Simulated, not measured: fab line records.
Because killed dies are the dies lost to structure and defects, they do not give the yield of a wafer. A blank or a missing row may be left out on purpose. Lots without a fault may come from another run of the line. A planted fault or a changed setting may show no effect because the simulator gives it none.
Split-lot study / flow n5 finfet / 7 lots, 39 wafers read, on a route of 1938 steps

SPLIT DETAILS
At N5_SD_EPI_P_EPI_21 (deposits SiGe:B, time 355 s), the setting temp c was moved away from the recipe's 550 C on 6 of the 39 wafers read, by -0.4% to -0.4%. For the rest of the wafers, this setting stayed at what the recipe calls for.

FROM THE SPLIT TO THE READING: what the file shows between them, 7 steps
- N5_SD_EPI_P_HM_STRIP_48: strips SiNx in H3PO4, material SiNx, target depth 3 nm
- N5_SD_EPI_P_SRD_49: time 30 s
- N5_SD_EPI_P_PRECLEAN_24: cleans in O3/DIW, time 45 s
- N5_SD_EPI_P_PRECLEAN_32: cleans in dHF, time 10 s
- N5_SD_EPI_P_PRECLEAN_33: cleans in SC2, time 45 s
- N5_SD_ACTIVATION_RTA_00: time 0 s
- N5_SD_ACTIVATION_LSA_01: time 0.0008 s

THE READING
RS_SD_P in ohm/sq, measured at N5_SD_ACTIVATION_RS_MEAS_03 by four-point-probe. Typical for fault-free wafers on this fab line: 56.1 ohm/sq, with standard deviation 0.85 ohm/sq.

wafer=L080.1; tool, chamber at the split=epi rpcvd-02, 0; temp c as run, C=550; against the recipe=recipe; RS_SD_P, ohm/sq=56.2; against lot-mates on the recipe=-
wafer=L080.2; tool, chamber at the split=epi rpcvd-02, 0; temp c as run, C=550; against the recipe=recipe; RS_SD_P, ohm/sq=56.1; against lot-mates on the recipe=-
wafer=L080.3; tool, chamber at the split=epi rpcvd-02, 0; temp c as run, C=547.9; against the recipe=-0.4%; RS_SD_P, ohm/sq=58.9; against lot-mates on the recipe=+2.9
wafer=L080.4; tool, chamber at the split=epi rpcvd-02, 0; temp c as run, C=547.9; against the recipe=-0.4%; RS_SD_P, ohm/sq=59.8; against lot-mates on the recipe=+3.8
wafer=L080.5; tool, chamber at the split=epi rpcvd-02, 0; temp c as run, C=550; against the recipe=recipe; RS_SD_P, ohm/sq=55.6; against lot-mates on the recipe=-
wafer=L080.6; tool, chamber at the split=epi rpcvd-02, 0; temp c as run, C=547.9; against the recipe=-0.4%; RS_SD_P, ohm/sq=58.7; against lot-mates on the recipe=+2.7
wafer=L083.1; tool, chamber at the split=epi rpcvd-04, 0; temp c as run, C=550; against the recipe=recipe; RS_SD_P, ohm/sq=55.8; against lot-mates on the recipe=-
wafer=L083.2; tool, chamber at the split=epi rpcvd-04, 0; temp c as run, C=550; against the recipe=recipe; RS_SD_P, ohm/sq=55.7; against lot-mates on the recipe=-
wafer=L083.3; tool, chamber at the split=epi rpcvd-04, 0; temp c as run, C=550; against the recipe=recipe; RS_SD_P, ohm/sq=55.5; against lot-mates on the recipe=-
wafer=L083.4; tool, chamber at the split=epi rpcvd-04, 0; temp c as run, C=550; against the recipe=recipe; RS_SD_P, ohm/sq=56.1; against lot-mates on the recipe=-
wafer=L083.5; tool, chamber at the split=epi rpcvd-04, 0; temp c as run, C=550; against the recipe=recipe; RS_SD_P, ohm/sq=55.5; against lot-mates on the recipe=-
wafer=L083.6; tool, chamber at the split=epi rpcvd-04, 0; temp c as run, C=550; against the recipe=recipe; RS_SD_P, ohm/sq=56.0; against lot-mates on the recipe=-
wafer=L084.1; tool, chamber at the split=epi rpcvd-04, 0; temp c as run, C=550; against the recipe=recipe; RS_SD_P, ohm/sq=55.8; against lot-mates on the recipe=-
wafer=L084.2; tool, chamber at the split=epi rpcvd-04, 0; temp c as run, C=550; against the recipe=recipe; RS_SD_P, ohm/sq=56.5; against lot-mates on the recipe=-
wafer=L084.3; tool, chamber at the split=epi rpcvd-04, 0; temp c as run, C=550; against the recipe=recipe; RS_SD_P, ohm/sq=55.4; against lot-mates on the recipe=-
wafer=L084.4; tool, chamber at the split=epi rpcvd-04, 0; temp c as run, C=550; against the recipe=recipe; RS_SD_P, ohm/sq=56.2; against lot-mates on the recipe=-
wafer=L084.5; tool, chamber at the split=epi rpcvd-04, 0; temp c as run, C=550; against the recipe=recipe; RS_SD_P, ohm/sq=55.6; against lot-mates on the recipe=-
wafer=L084.6; tool, chamber at the split=epi rpcvd-04, 0; temp c as run, C=550; against the recipe=recipe; RS_SD_P, ohm/sq=56.1; against lot-mates on the recipe=-
wafer=L086.1; tool, chamber at the split=epi rpcvd-04, 0; temp c as run, C=550; against the recipe=recipe; RS_SD_P, ohm/sq=56.5; against lot-mates on the recipe=-
wafer=L086.2; tool, chamber at the split=epi rpcvd-04, 0; temp c as run, C=550; against the recipe=recipe; RS_SD_P, ohm/sq=57.1; against lot-mates on the recipe=-
wafer=L086.3; tool, chamber at the split=epi rpcvd-04, 0; temp c as run, C=550; against the recipe=recipe; RS_SD_P, ohm/sq=54.9; against lot-mates on the recipe=-
wafer=L086.4; tool, chamber at the split=epi rpcvd-04, 0; temp c as run, C=550; against the recipe=recipe; RS_SD_P, ohm/sq=56.4; against lot-mates on the recipe=-
wafer=L086.5; tool, chamber at the split=epi rpcvd-04, 0; temp c as run, C=550; against the recipe=recipe; RS_SD_P, ohm/sq=56.6; against lot-mates on the recipe=-
wafer=L086.6; tool, chamber at the split=epi rpcvd-04, 0; temp c as run, C=550; against the recipe=recipe; RS_SD_P, ohm/sq=55.8; against lot-mates on the recipe=-
wafer=L087.1; tool, chamber at the split=epi rpcvd-04, 0; temp c as run, C=550; against the recipe=recipe; RS_SD_P, ohm/sq=56.9; against lot-mates on the recipe=-
wafer=L087.2; tool, chamber at the split=epi rpcvd-04, 0; temp c as run, C=550; against the recipe=recipe; RS_SD_P, ohm/sq=56.3; against lot-mates on the recipe=-
wafer=L087.3; tool, chamber at the split=epi rpcvd-04, 0; temp c as run, C=550; against the recipe=recipe; RS_SD_P, ohm/sq=55.9; against lot-mates on the recipe=-
wafer=L087.4; tool, chamber at the split=epi rpcvd-04, 0; temp c as run, C=550; against the recipe=recipe; RS_SD_P, ohm/sq=56.6; against lot-mates on the recipe=-
wafer=L087.5; tool, chamber at the split=epi rpcvd-04, 0; temp c as run, C=550; against the recipe=recipe; RS_SD_P, ohm/sq=56.4; against lot-mates on the recipe=-
wafer=L087.6; tool, chamber at the split=epi rpcvd-04, 0; temp c as run, C=550; against the recipe=recipe; RS_SD_P, ohm/sq=56.8; against lot-mates on the recipe=-
wafer=L089.1; tool, chamber at the split=epi rpcvd-04, 0; temp c as run, C=548; against the recipe=-0.4%; RS_SD_P, ohm/sq=60.2; against lot-mates on the recipe=+3.5
wafer=L089.2; tool, chamber at the split=epi rpcvd-04, 0; temp c as run, C=550; against the recipe=recipe; RS_SD_P, ohm/sq=56.4; against lot-mates on the recipe=-
wafer=L089.3; tool, chamber at the split=epi rpcvd-04, 0; temp c as run, C=548; against the recipe=-0.4%; RS_SD_P, ohm/sq=58.7; against lot-mates on the recipe=+2.0
wafer=L089.4; tool, chamber at the split=epi rpcvd-04, 0; temp c as run, C=548; against the recipe=-0.4%; RS_SD_P, ohm/sq=59.0; against lot-mates on the recipe=+2.3
wafer=L089.5; tool, chamber at the split=epi rpcvd-04, 0; temp c as run, C=550; against the recipe=recipe; RS_SD_P, ohm/sq=56.3; against lot-mates on the recipe=-
wafer=L089.6; tool, chamber at the split=epi rpcvd-04, 0; temp c as run, C=550; against the recipe=recipe; RS_SD_P, ohm/sq=57.3; against lot-mates on the recipe=-
wafer=L092.1; tool, chamber at the split=epi rpcvd-04, 0; temp c as run, C=550; against the recipe=recipe; RS_SD_P, ohm/sq=55.2; against lot-mates on the recipe=-
wafer=L092.2; tool, chamber at the split=epi rpcvd-04, 0; temp c as run, C=550; against the recipe=recipe; RS_SD_P, ohm/sq=54.6; against lot-mates on the recipe=-
wafer=L092.6; tool, chamber at the split=epi rpcvd-04, 0; temp c as run, C=550; against the recipe=recipe; RS_SD_P, ohm/sq=55.0; against lot-mates on the recipe=-

THE FIT
A straight line over all 39 wafers: RS_SD_P changes by -8.53 ohm/sq for each +1% of temp c; r = -0.88; the points scatter about the line by 0.63 ohm/sq.
The same after taking each lot's own level away (the mean of its wafers on the recipe; 39 wafers): -7.8 ohm/sq for each +1%; r = -0.92; scatter 0.46 ohm/sq.
Per that fit: largest temp c move, reading shift of 3 ohm/sq.
The lots' own levels span 54.93 to 56.67 ohm/sq, that is 2.0 times the standard deviation above.
The two slopes are in agreement: the lot-to-lot level therefore moves the slope only a little.
Check: for one of the wafers moved furthest among these (-0.4%), held out of the fit, the line's prediction against its lot-mates is +2.98 ohm/sq. It came out at +2.93 ohm/sq against them.

FURTHER SPLITS ON THESE WAFERS
Other splits were also applied to these wafers ahead of the reading. Each is held against what the fit with the lots' levels taken away leaves over:
other split on the same wafers=N5_FIN_SAQP_HM_DEP_03 time s; wafers away from the commonest value=15; r with RS_SD_P (lot level and that fit taken away)=+0.16
other split on the same wafers=N5_DUMMY_GATE_ETCH_37 source w; wafers away from the commonest value=6; r with RS_SD_P (lot level and that fit taken away)=-0.08
other split on the same wafers=N5_DUMMY_GATE_ETCH_42 bias w; wafers away from the commonest value=12; r with RS_SD_P (lot level and that fit taken away)=+0.01

THE WHOLE CHAIN: every reading that the file lists as answering this split, in the file's order
step=N5_SD_EPI_P_EPI_21; what it does=deposits SiGe:B, time 355 s; reading=SiGe-B_of_SD_EPI_P_EPI_21.thk nm (the simulator's own value, which no gauge read); change (the file's fit)=+7.81 nm for each +1% of the setting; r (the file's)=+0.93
step=N5_SD_EPI_P_HM_STRIP_48; what it does=strips SiNx in H3PO4, material SiNx, target depth 3 nm; reading=SiGe-B_of_SD_EPI_P_EPI_21.thk nm (the simulator's own value, which no gauge read); change (the file's fit)=+7.54 nm for each +1% of the setting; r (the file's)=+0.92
step=N5_SD_EPI_P_PRECLEAN_24; what it does=cleans in O3/DIW, time 45 s; reading=SiGe-B_of_SD_EPI_P_EPI_21.thk nm (the simulator's own value, which no gauge read); change (the file's fit)=+7.63 nm for each +1% of the setting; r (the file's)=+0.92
step=N5_SD_ACTIVATION_RS_MEAS_03; what it does=measures by four-point-probe; reading=RS_SD_P; change (the file's fit)=-7.82 for each +1% of the setting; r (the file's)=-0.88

FILE'S OWN FIT
RS_SD_P changes by -7.82 ohm/sq for each +1% of temp c, r = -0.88.
